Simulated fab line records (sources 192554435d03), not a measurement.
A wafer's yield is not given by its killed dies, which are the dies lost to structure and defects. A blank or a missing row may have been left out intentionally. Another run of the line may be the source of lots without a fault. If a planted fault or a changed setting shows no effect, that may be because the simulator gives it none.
Which tool did it?    flow n5-finfet    24 lots with 72 wafers sampled at 6 steps, on a route of 1938 steps

## WHAT THE GAUGES SHOWED, per wafer
Not one reading of a measure or inspect step in the record can be checked against a usual standard deviation.

## WHAT TOOL EACH LOT RAN ON (gives the tool, then ch and the chambers of the sampled wafers, and finally the start)
lot   N5_BEOL_M0_ANNEAL_135         N5_BEOL_M0_ANNEAL_119             N5_BEOL_M1_TRENCH_ETCH_37                      N5_BEOL_M1_DEGAS_44           N5_BEOL_M1_ANNEAL_49          N5_BEOL_M1_SPUTTER_92
L074  pvd-sputter-02, day 5 21:24   rtp-anneal-02 ch 0, day 5 21:39   rie-diel-06 ch 0,1,3, day 6 09:48 or earlier   pvd-sputter-02, day 6 09:48   pvd-sputter-02, day 6 10:44   pvd-sputter-02, day 6 11:59
L075  pvd-sputter-02, day 6 05:56   rtp-anneal-01 ch 0, day 6 06:10   rie-diel-02 ch 1,2,3, day 6 19:47 or earlier   pvd-sputter-03, day 6 19:47   pvd-sputter-01, day 6 20:25   pvd-sputter-01, day 6 21:40
L076  pvd-sputter-02, day 6 14:56   rtp-anneal-02 ch 0, day 6 15:31   rie-diel-06 ch 0,1,3, day 6 19:52 or earlier   pvd-sputter-03, day 6 19:52   pvd-sputter-02, day 6 22:16   pvd-sputter-02, day 6 23:30
L077  pvd-sputter-02, day 6 17:19   rtp-anneal-01 ch 0, day 6 17:33   rie-diel-02 ch 0,3, day 7 01:51 or earlier     pvd-sputter-03, day 7 01:51   pvd-sputter-03, day 7 02:58   pvd-sputter-03, day 7 04:13
L078  pvd-sputter-01, day 6 19:42   rtp-anneal-02 ch 0, day 6 19:56   rie-diel-02 ch 0,1, day 7 01:58 or earlier     pvd-sputter-01, day 7 01:58   pvd-sputter-03, day 7 04:49   pvd-sputter-03, day 7 06:03
L079  pvd-sputter-01, day 7 04:55   rtp-anneal-01 ch 0, day 7 05:18   rie-diel-06 ch 2,3, day 7 12:07 or earlier     pvd-sputter-03, day 7 12:07   pvd-sputter-02, day 7 13:08   pvd-sputter-02, day 7 14:22
L081  pvd-sputter-02, day 7 17:37   rtp-anneal-02 ch 0, day 7 17:58   rie-diel-02 ch 0,2, day 8 13:13 or earlier     pvd-sputter-03, day 8 13:13   pvd-sputter-03, day 8 14:25   pvd-sputter-03, day 8 15:40
L080  pvd-sputter-03, day 7 18:51   rtp-anneal-01 ch 0, day 7 19:08   rie-diel-06 ch 1,2, day 8 13:40 or earlier     pvd-sputter-03, day 8 13:40   pvd-sputter-02, day 8 14:55   pvd-sputter-02, day 8 16:10
L082  pvd-sputter-02, day 8 02:37   rtp-anneal-01 ch 0, day 8 02:51   rie-diel-06 ch 0,2,3, day 8 17:00 or earlier   pvd-sputter-03, day 8 17:00   pvd-sputter-03, day 8 17:53   pvd-sputter-03, day 8 19:07
L083  pvd-sputter-01, day 8 08:18   rtp-anneal-02 ch 0, day 8 08:32   rie-diel-02 ch 0,1,2, day 8 16:42 or earlier   pvd-sputter-03, day 8 16:42   pvd-sputter-01, day 8 17:31   pvd-sputter-01, day 8 18:46
L084  pvd-sputter-01, day 8 12:28   rtp-anneal-02 ch 0, day 8 12:44   rie-diel-06 ch 0,2, day 8 21:54 or earlier     pvd-sputter-02, day 8 21:54   pvd-sputter-03, day 8 22:41   pvd-sputter-03, day 8 23:56
L086  pvd-sputter-02, day 9 00:59   rtp-anneal-02 ch 0, day 9 01:14   rie-diel-06 ch 0,2, day 9 14:48 or earlier     pvd-sputter-01, day 9 14:48   pvd-sputter-01, day 9 15:43   pvd-sputter-01, day 9 16:58
L085  pvd-sputter-02, day 9 03:48   rtp-anneal-01 ch 0, day 9 04:07   rie-diel-05 ch 1,2,3, day 9 13:47 or earlier   pvd-sputter-03, day 9 13:47   pvd-sputter-03, day 9 14:40   pvd-sputter-03, day 9 15:54
L087  pvd-sputter-03, day 9 09:31   rtp-anneal-01 ch 0, day 9 10:46   rie-diel-06 ch 1,2,3, day 9 23:18 or earlier   pvd-sputter-01, day 9 23:18   pvd-sputter-01, day 10 00:14  pvd-sputter-01, day 10 01:29
L089  pvd-sputter-03, day 9 16:44   rtp-anneal-02 ch 0, day 9 17:12   rie-diel-06 ch 2,3, day 10 02:40 or earlier    pvd-sputter-03, day 10 02:40  pvd-sputter-03, day 10 03:27  pvd-sputter-03, day 10 04:41
L088  pvd-sputter-01, day 9 21:01   rtp-anneal-01 ch 0, day 9 21:16   rie-diel-05 ch 0,2,3, day 10 06:52 or earlier  pvd-sputter-03, day 10 06:52  pvd-sputter-01, day 10 07:48  pvd-sputter-01, day 10 09:02
L090  pvd-sputter-03, day 10 02:19  rtp-anneal-01 ch 0, day 10 02:34  rie-diel-02 ch 1,2,3, day 10 17:45 or earlier  pvd-sputter-02, day 10 17:45  pvd-sputter-02, day 10 18:39  pvd-sputter-02, day 10 19:53
L091  pvd-sputter-03, day 10 05:32  rtp-anneal-02 ch 0, day 10 05:49  rie-diel-02 ch 0,2,3, day 10 20:31 or earlier  pvd-sputter-01, day 10 20:31  pvd-sputter-02, day 10 22:46  pvd-sputter-02, day 11 00:01
L092  pvd-sputter-02, day 10 17:33  rtp-anneal-01 ch 0, day 10 17:50  rie-diel-05 ch 0,1,3, day 11 11:29 or earlier  pvd-sputter-03, day 11 11:29  pvd-sputter-01, day 11 13:57  pvd-sputter-01, day 11 15:11
L093  pvd-sputter-01, day 10 20:58  rtp-anneal-02 ch 0, day 10 21:23  rie-diel-02 ch 1,2,3, day 11 15:52 or earlier  pvd-sputter-01, day 11 15:52  pvd-sputter-02, day 11 16:38  pvd-sputter-02, day 11 17:53
L094  pvd-sputter-03, day 11 01:38  rtp-anneal-01 ch 0, day 11 01:55  rie-diel-02 ch 0,1,3, day 11 16:49 or earlier  pvd-sputter-01, day 11 16:49  pvd-sputter-02, day 11 19:00  pvd-sputter-02, day 11 20:14
L095  pvd-sputter-01, day 11 06:15  rtp-anneal-02 ch 0, day 11 06:29  rie-diel-06 ch 0,3, day 12 05:04 or earlier    pvd-sputter-02, day 12 05:04  pvd-sputter-01, day 12 06:14  pvd-sputter-01, day 12 07:29
L096  pvd-sputter-02, day 11 12:36  rtp-anneal-01 ch 0, day 11 13:02  rie-diel-02 ch 0,2, day 12 15:37 or earlier    pvd-sputter-03, day 12 15:37  pvd-sputter-03, day 12 16:41  pvd-sputter-03, day 12 17:56
L097  pvd-sputter-03, day 12 13:04  rtp-anneal-02 ch 0, day 12 13:19  rie-diel-02 ch 1,2, day 13 03:37 or earlier    pvd-sputter-02, day 13 03:37  pvd-sputter-01, day 13 04:20  pvd-sputter-01, day 13 05:34
- N5_BEOL_M0_ANNEAL_135: time 60 s.
- N5_BEOL_M0_ANNEAL_119: time 90 s.
- N5_BEOL_M1_TRENCH_ETCH_37: etches SiOC in C4F6/O2, target depth 55.207 nm, time 29 s.
- N5_BEOL_M1_DEGAS_44: time 60 s.
- N5_BEOL_M1_ANNEAL_49: time 240 s.
- N5_BEOL_M1_SPUTTER_92: material Cu, target thk 4.5 nm, time 8.29 s.

## WHAT THE TOOLS THEMSELVES READ (means of the sampled wafers that have a number; where no wafer has one, the mark that the record gives instead)
N5_BEOL_M0_ANNEAL_135.
lot   tool            heater-power-w (W)
L074  pvd-sputter-02  875
L075  pvd-sputter-02  814
L076  pvd-sputter-02  854
L077  pvd-sputter-02  841
L078  pvd-sputter-01  784
L079  pvd-sputter-01  839
L081  pvd-sputter-02  870
L080  pvd-sputter-03  784
L082  pvd-sputter-02  888
L083  pvd-sputter-01  813
L084  pvd-sputter-01  793
L086  pvd-sputter-02  852
L085  pvd-sputter-02  876
L087  pvd-sputter-03  849
L089  pvd-sputter-03  806
L088  pvd-sputter-01  821
L090  pvd-sputter-03  818
L091  pvd-sputter-03  826
L092  pvd-sputter-02  856
L093  pvd-sputter-01  789
L094  pvd-sputter-03  788
L095  pvd-sputter-01  815
L096  pvd-sputter-02  859
L097  pvd-sputter-03  846

N5_BEOL_M0_ANNEAL_119.
lot   tool           wafer_temp_C_max
L074  rtp-anneal-02  225.81
L075  rtp-anneal-01  225.67
L076  rtp-anneal-02  225.74
L077  rtp-anneal-01  225.55
L078  rtp-anneal-02  225.64
L079  rtp-anneal-01  225.30
L081  rtp-anneal-02  225.65
L080  rtp-anneal-01  225.71
L082  rtp-anneal-01  225.57
L083  rtp-anneal-02  225.51
L084  rtp-anneal-02  225.85
L086  rtp-anneal-02  225.81
L085  rtp-anneal-01  225.57
L087  rtp-anneal-01  225.56
L089  rtp-anneal-02  225.66
L088  rtp-anneal-01  225.67
L090  rtp-anneal-01  225.48
L091  rtp-anneal-02  225.64
L092  rtp-anneal-01  225.81
L093  rtp-anneal-02  225.84
L094  rtp-anneal-01  225.67
L095  rtp-anneal-02  225.67
L096  rtp-anneal-01  225.68
L097  rtp-anneal-02  225.62

N5_BEOL_M1_TRENCH_ETCH_37.
lot   tool         drypump-motor-current-A (A)  oes_o_777_au (a.u.)  oes-product-au (a.u.)  rf-vpp-V (V)  showerhead-plenum-p-Torr (Torr)  throttle-valve-pct (%)
L074  rie-diel-06  5.8                          0.80                 0.79                   665           2.79                             20.80
L075  rie-diel-02  5.8                          0.86                 0.87                   674           2.90                             20.72
L076  rie-diel-06  5.8                          0.79                 0.79                   664           2.78                             20.81
L077  rie-diel-02  5.1                          0.83                 0.83                   670           2.80                             20.49
L078  rie-diel-02  6.0                          0.85                 0.85                   670           2.94                             20.60
L079  rie-diel-06  6.1                          0.78                 0.77                   664           2.77                             21.00
L081  rie-diel-02  6.0                          0.81                 0.82                   679           2.89                             20.79
L080  rie-diel-06  6.1                          0.73                 0.74                   665           2.79                             20.93
L082  rie-diel-06  6.2                          0.74                 0.73                   661           2.79                             20.91
L083  rie-diel-02  6.1                          0.83                 0.84                   674           2.93                             20.76
L084  rie-diel-06  6.3                          0.71                 0.70                   658           2.81                             20.81
L086  rie-diel-06  6.3                          0.71                 0.70                   658           2.81                             20.83
L085  rie-diel-05  5.7                          0.80                 0.80                   664           2.86                             20.57
L087  rie-diel-06  5.9                          0.76                 0.76                   665           2.77                             20.95
L089  rie-diel-06  6.1                          0.76                 0.76                   662           2.77                             21.03
L088  rie-diel-05  5.4                          0.80                 0.80                   670           2.90                             20.62
L090  rie-diel-02  5.7                          0.82                 0.83                   674           2.89                             20.76
L091  rie-diel-02  5.5                          0.79                 0.80                   673           2.84                             20.67
L092  rie-diel-05  5.6                          0.75                 0.74                   667           2.91                             20.58
L093  rie-diel-02  5.7                          0.80                 0.82                   673           2.88                             20.77
L094  rie-diel-02  5.6                          0.81                 0.82                   670           2.88                             20.63
L095  rie-diel-06  6.1                          0.73                 0.71                   660           2.79                             20.84
L096  rie-diel-02  6.0                          0.78                 0.79                   677           2.88                             20.84
L097  rie-diel-02  6.3                          0.81                 0.82                   672           2.97                             20.90

N5_BEOL_M1_DEGAS_44.
lot   tool            heater-power-w (W)
L074  pvd-sputter-02  351
L075  pvd-sputter-03  314
L076  pvd-sputter-03  338
L077  pvd-sputter-03  334
L078  pvd-sputter-01  318
L079  pvd-sputter-03  312
L081  pvd-sputter-03  321
L080  pvd-sputter-03  329
L082  pvd-sputter-03  341
L083  pvd-sputter-03  307
L084  pvd-sputter-02  337
L086  pvd-sputter-01  309
L085  pvd-sputter-03  328
L087  pvd-sputter-01  324
L089  pvd-sputter-03  327
L088  pvd-sputter-03  316
L090  pvd-sputter-02  341
L091  pvd-sputter-01  331
L092  pvd-sputter-03  332
L093  pvd-sputter-01  316
L094  pvd-sputter-01  330
L095  pvd-sputter-02  343
L096  pvd-sputter-03  329
L097  pvd-sputter-02  355

N5_BEOL_M1_ANNEAL_49.
lot   tool            heater-power-w (W)
L074  pvd-sputter-02  852
L075  pvd-sputter-01  831
L076  pvd-sputter-02  848
L077  pvd-sputter-03  832
L078  pvd-sputter-03  767
L079  pvd-sputter-02  878
L081  pvd-sputter-03  811
L080  pvd-sputter-02  880
L082  pvd-sputter-03  789
L083  pvd-sputter-01  792
L084  pvd-sputter-03  778
L086  pvd-sputter-01  850
L085  pvd-sputter-03  799
L087  pvd-sputter-01  806
L089  pvd-sputter-03  830
L088  pvd-sputter-01  799
L090  pvd-sputter-02  876
L091  pvd-sputter-02  864
L092  pvd-sputter-01  784
L093  pvd-sputter-02  861
L094  pvd-sputter-02  860
L095  pvd-sputter-01  782
L096  pvd-sputter-03  816
L097  pvd-sputter-01  762

N5_BEOL_M1_SPUTTER_92.
lot   tool            throttle-valve-pct (%)
L074  pvd-sputter-02  30.3
L075  pvd-sputter-01  31.0
L076  pvd-sputter-02  30.3
L077  pvd-sputter-03  29.9
L078  pvd-sputter-03  30.6
L079  pvd-sputter-02  30.5
L081  pvd-sputter-03  30.1
L080  pvd-sputter-02  30.1
L082  pvd-sputter-03  30.0
L083  pvd-sputter-01  31.3
L084  pvd-sputter-03  30.2
L086  pvd-sputter-01  30.3
L085  pvd-sputter-03  29.8
L087  pvd-sputter-01  31.1
L089  pvd-sputter-03  29.9
L088  pvd-sputter-01  31.0
L090  pvd-sputter-02  30.1
L091  pvd-sputter-02  30.1
L092  pvd-sputter-01  31.3
L093  pvd-sputter-02  30.0
L094  pvd-sputter-02  30.1
L095  pvd-sputter-01  31.2
L096  pvd-sputter-03  30.4
L097  pvd-sputter-01  31.5

## THE ANSWER, worked out from the rows above alone
Rule: what is usual is taken from the lots themselves. Put in order of their means at a reading, lots are off if they are a third of the lots or fewer, leave a main group of 4 or more, and stand apart from it by a gap of 3 or more times the standard deviation of the main group's means; of several such gaps the widest counts. A main group is skipped when, at the precision printed for the reading in the tables above, its means are all equal. A lot without any number at a reading at which 4 lots or more have one is off too. Where the step has rows for the other lots, those lots are counted as sound. After the gauges, taken in route order, come the tools' own readings; for these a lot's mean is taken, as printed above. The first step at which some lot is off is used, and at that step the reading that is off furthest; a lot without a number counts as furthest.
Nothing can be told from this: no lot is off at any reading shown.

## WHAT THE SIMULATOR HAD INSERTED
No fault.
